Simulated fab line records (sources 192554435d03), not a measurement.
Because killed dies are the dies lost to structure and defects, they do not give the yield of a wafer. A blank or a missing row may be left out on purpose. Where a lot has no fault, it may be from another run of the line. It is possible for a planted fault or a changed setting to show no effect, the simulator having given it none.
Comparing a struck lot with a sound one | flow n5-finfet | 17 steps out of a route of 1938
Sound: the wafers L665.2, L665.3, L665.4. Struck: wafer L669.6 (left out: L669.2, L669.5 of the same lot, which were not struck); the cause appears at the end.
Order at every step that has rows: each side's tool, ch and its chambers, its first start. Under that, the readings that differ: sound wafers | struck wafers | difference of the means | sigmas: that difference in standard deviations of wafers without a fault.
alike: words and numbers the same on both sides, and readings whose means are apart by under 2 such deviations; not compared: readings that were withheld, readings missing a value for some wafer, numbers with overlapping values and no deviation given by the record, and bounds like >300 which may hide the same value.
The two part at a step that has a row with sigmas, a row that says differs or no value, or rows on one side only. Numbers that don't overlap but have no deviation are shown without sigmas and don't part them. A reading that every wafer of one side lacks parts them only if that side has two wafers or more.

first, 9 steps without rows for these wafers: N5_BEOL_M0_SAQP_COAT_34 (resist thk 30 nm); N5_BEOL_M0_SAQP_EBR_36; N5_BEOL_M0_SAQP_SOFTBAKE_35 (time 60 s); N5_BEOL_M0_SAQP_EXPOSE_37 (exposes mask M0 CUT1, target cd 30 nm); N5_BEOL_M0_SAQP_PEB_38 (peb time 60 s); N5_BEOL_M0_SAQP_DEVELOP_39 (develop time 30 s); N5_BEOL_M0_SAQP_DESCUM_45 (chemistry O2, time 7 s); N5_BEOL_M0_SAQP_ETCH_88 (etches underlayer in N2/H2, target depth 6.5 nm, time 5.2 s); N5_BEOL_M0_SAQP_ETCH_73 (etches SiARC in CF4, target depth 19.5 nm, time 32.5 s).
N5_BEOL_M0_SAQP_CUT_ETCH_46: etches SOC in N2/H2, target depth 135 nm, overetch 27 nm, time 202.5 s.
  sound on rie-diel-04 ch 0,1,2, day 9 03:26; struck on rie-diel-04 ch 3, day 9 20:07
  reading                                         | sound             | struck | difference | sigmas
  rf-fwd-power-W (W)                              | 841.5 833.4 835.6 | 632.5  | -204.3     | -79
  rf-vpp-V (V)                                    | 524 527 529       | 570    | +43        | +14
  throttle-valve-pct (%)                          | 17.85 18.00 17.60 | 18.24  | +0.42      | +2
  model.SiARC_of_BEOL_M0_SAQP_COAT_72.thk-nm (nm) | 5.4 4.6 5         | 6.6    | +1.6       |
  model.BEOL_M0_SAQP.cd-nm (nm)                   | 30.2 30.4 29.6    | 29     | -1         |
  alike: bias-w, drypump-motor-current-A, showerhead-plenum-p-Torr
  not compared: rf-hours-counter-h
then, 3 steps without rows for these wafers: N5_BEOL_M0_SAQP_STRIP_74 (strips in N2/H2); N5_BEOL_M0_SAQP_STRIP_89 (strips in N2/H2); N5_BEOL_M0_SAQP_ALD_48 (deposits SiO2, target thk 20 nm, pulse time 1 s, co reactant pulse time 1 s).
N5_BEOL_M0_SAQP_ETCH_49: etches SiO2 in CF4/O2, target depth 37 nm.
  sound on rie-diel-02 ch 1,2,3, day 9 04:25; struck on rie-diel-04 ch 2, day 9 20:58
  reading                       | sound             | struck | difference | sigmas
  rf-fwd-power-W (W)            | 536.0 532.9 536.2 | 531.5  | -3.5       | -2
  model.BEOL_M0_SAQP.cd-nm (nm) | 30 30.4 29.6      | 29     | -1         |
  alike: bias-w, drypump-motor-current-A, oes-product-au, rf-vpp-V, showerhead-plenum-p-Torr, throttle-valve-pct
  not compared: rf-hours-counter-h
then, 1 step without rows for these wafers: N5_BEOL_M0_SAQP_STRIP_75 (strips in CF4).
-- a jump in the record: the struck wafers' starts before and after are 3 days apart (it breaks off in module BEOL_M0_SAQP and resumes in module BEOL_M4, where the first step shown is number 1111 of the route) --
N5_BEOL_M4_RC_MEAS_101:
  sound on prober-01 ch 0, day 12 08:35; struck on prober-01 ch 0, day 13 00:11
  reading       | sound          | struck | difference | sigmas
  SS_N (mV/dec) | 71.8 73.0 71.0 | 70.5   | -1.4       | -2
  alike: DIBL_N, DIBL_P, IOFF_N, IOFF_P, ION_N, ION_P, SS_P, VT_N, VT_P
after that, 1 step had no rows for these wafers: N5_PASSIVATION_PROBE_49.

== WHERE THEY PART ==
At N5_BEOL_M0_SAQP_CUT_ETCH_46 first; at N5_BEOL_M4_RC_MEAS_101 last (within this record only).

WHY: what had been put in by the simulator
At N5_BEOL_M0_SAQP_CUT_ETCH_46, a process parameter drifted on rie-diel-04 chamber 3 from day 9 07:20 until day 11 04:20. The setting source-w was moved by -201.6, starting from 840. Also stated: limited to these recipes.
